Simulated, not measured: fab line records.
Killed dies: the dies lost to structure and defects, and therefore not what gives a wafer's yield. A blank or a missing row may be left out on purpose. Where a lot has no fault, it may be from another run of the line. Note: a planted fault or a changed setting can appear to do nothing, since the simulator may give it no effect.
2 desks looking at one fault    flow n5_finfet    what lay behind the numbers comes last; until then each desk has only its own

FROM THE METROLOGY DESK
What the gauges read for every lot (on any tool): the sampled wafers with a number, averaged. If a lot's mean is further than 4 standard deviations from the usual mean, the lot is out of limits and carries the mark OUT (the distance appears in the brackets). Shown are 7 of the 12 readings it has, namely the first that went out of limits plus those furthest out on some lot.
Columns: A = IOFF_P at N5_BEOL_M4_RC_MEAS_101, usual 0.217 nA/um; B = ION_N at N5_BEOL_M4_RC_MEAS_101, usual 674 uA/um; C = ION_P at N5_BEOL_M4_RC_MEAS_101, usual 464 uA/um; D = VT_N at N5_BEOL_M4_RC_MEAS_101, usual 250.0 mV; E = VT_P at N5_BEOL_M4_RC_MEAS_101, usual -250 mV; F = cd_nm at N5_BEOL_M12_CD_MEAS_10, usual 140.2 nm; G = cd_nm at N5_BEOL_M12_CD_MEAS_17, usual 140.4 nm
lot   first seen here  A      B    C    D      E     F                 G
L200  day 7 23:13      0.235  675  467  250.1  -248  138.7             138.2
L201  day 8 06:04      0.201  667  463  250.4  -250  139.5             139.6
L205  day 9 18:49      0.225  683  461  249.5  -252  139.6             140.1
L216  day 11 23:09     0.167  668  451  253.7  -256  124.2 (-10) OUT   124.1 (-9.6) OUT
L215  day 11 23:23     0.260  690  475  246.7  -246  127.9 (-7.7) OUT  129.1 (-6.7) OUT
L217  day 12 06:28     0.179  661  459  254.0  -253  139.5             140.3
L221  day 12 22:23     0.218  671  465  250.9  -247  140.7             140.8
L223  day 13 16:08     0.218  680  462  248.0  -251  142.2             142.2
This desk finds L215, L216 out of limits, L215 being first, at day 14 12:01 (cd_nm at N5_BEOL_M12_CD_MEAS_10). L200, L201, L205, L217, L221, L223: within limits.

DESK OF THE TOOL OWNER: krf_scanner-01
The tool's own readings at N5_BEOL_M12_EXPOSE_07 (exposes mask V11): means of the sampled wafers that have a number, for each lot that ran on this tool. If a lot's mean is further than 4 standard deviations from the usual mean, the lot is out of limits and carries the mark OUT (the distance appears in the brackets).
Columns: A = focus_offset_nm at N5_BEOL_M12_EXPOSE_07, usual 0.0 nm
lot   first seen here  A
L200  day 10 16:05     0.7
L205  day 12 05:18     -1.2
L215  day 14 11:51     -0.2
L216  day 14 15:11     -0.4
Result from this desk: across the 4 lots, nothing is out of limits.

TAKEN TOGETHER
An alarm was possible from the metrology desk at day 14 12:01, on L215, L216.
Nothing out of limits was seen by the tool owner's desk.
The tool owner's desk has L215, L216 on record, within its limits.
Every lot named ran N5_BEOL_M12_EXPOSE_07 on krf_scanner-01.

WHAT THE SIMULATOR HAD PUT IN
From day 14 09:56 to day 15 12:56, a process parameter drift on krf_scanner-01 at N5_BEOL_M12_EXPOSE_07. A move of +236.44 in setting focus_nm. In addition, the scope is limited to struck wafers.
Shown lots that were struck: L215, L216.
Hours from the fault's start to each desk's first reading out of limits: the metrology desk, 2.
